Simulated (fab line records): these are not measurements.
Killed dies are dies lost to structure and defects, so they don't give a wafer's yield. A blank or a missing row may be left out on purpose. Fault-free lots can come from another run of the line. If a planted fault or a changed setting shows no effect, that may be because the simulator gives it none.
Chamber matching -- flow n5 finfet -- N5_MOL_CONTACT_COAG_DESCUM_13 on rie diel-02 has 4 sister chambers
The step chemistry O2, time 7 s. 20 wafers are shown with their chamber, then 10 later ones without.

WAFERS, EACH WITH ITS CHAMBER
wafer,chamber,showerhead plenum p Torr (Torr),throttle valve pct (%),drypump motor current A (A)
L074.3,3,2.07,20.44,5.8
L074.4,0,2.10,20.19,6.4
L074.5,1,2.22,20.15,6.6
L076.1,3,2.07,20.44,5.7
L076.3,1,2.22,20.16,6.5
L076.4,0,2.10,20.18,6.3
L079.1,1,2.22,20.16,6.6
L079.4,0,2.09,20.20,6.3
L079.6,1,2.22,20.15,6.6
L080.1,0,2.09,20.20,6.3
L080.3,2,2.18,20.41,5.9
L080.5,0,2.09,20.21,6.3
L081.1,3,2.07,20.43,5.7
L081.2,0,2.09,20.20,6.4
L081.5,0,2.09,20.21,6.4
L082.1,1,2.22,20.19,6.5
L082.5,2,2.18,20.40,5.9
L082.6,1,2.22,20.18,6.5
L084.2,1,2.22,20.18,6.6
L084.4,0,2.09,20.21,6.3

SIGNATURES, as means of the wafers listed above
reading,chamber 0,chamber 1,chamber 2,chamber 3,scatter within a chamber
showerhead plenum p Torr,2.0925,2.2200,2.1800,2.0700,0.00306
throttle valve pct,20.2000,20.1671,20.4050,20.4367,0.0124
drypump motor current A,6.338,6.557,5.900,5.733,0.0516
Rule: for each reading, subtract the chamber's mean from the wafer's reading, divide by that reading's scatter and square the result; add these up over the readings and take the root, which gives the wafer's distance from the chamber. The wafer belongs to the nearest chamber; if the next one is less than 2 further off, it can't be placed. How the scatter is found: for the shown wafers, subtract from each reading the mean of its chamber, square and add these, divide the total by (wafers less chambers), then take the root.

WAFERS MISSING THEIR CHAMBER
wafer,showerhead plenum p Torr (Torr),throttle valve pct (%),drypump motor current A (A)
L084.5,2.18,20.40,5.9
L086.1,2.18,20.40,5.9
L086.2,2.09,20.21,6.4
L086.3,2.06,20.46,5.8
L090.3,2.06,20.48,5.7
L090.4,2.21,20.20,6.5
L090.5,2.06,20.47,5.7
L094.1,2.06,20.49,5.8
L094.3,2.21,20.20,6.6
L094.4,2.17,20.42,5.9

WHICH CHAMBER EACH ONE RAN IN
wafer,from the rows above,in truth
L084.5,2,2
L086.1,2,2
L086.2,0,0
L086.3,3,3
L090.3,3,3
L090.4,1,1
L090.5,3,3
L094.1,3,3
L094.3,1,1
L094.4,2,2
Correctly placed: 10 of 10. Not placeable from these rows: 0. Number placed wrongly: 0.
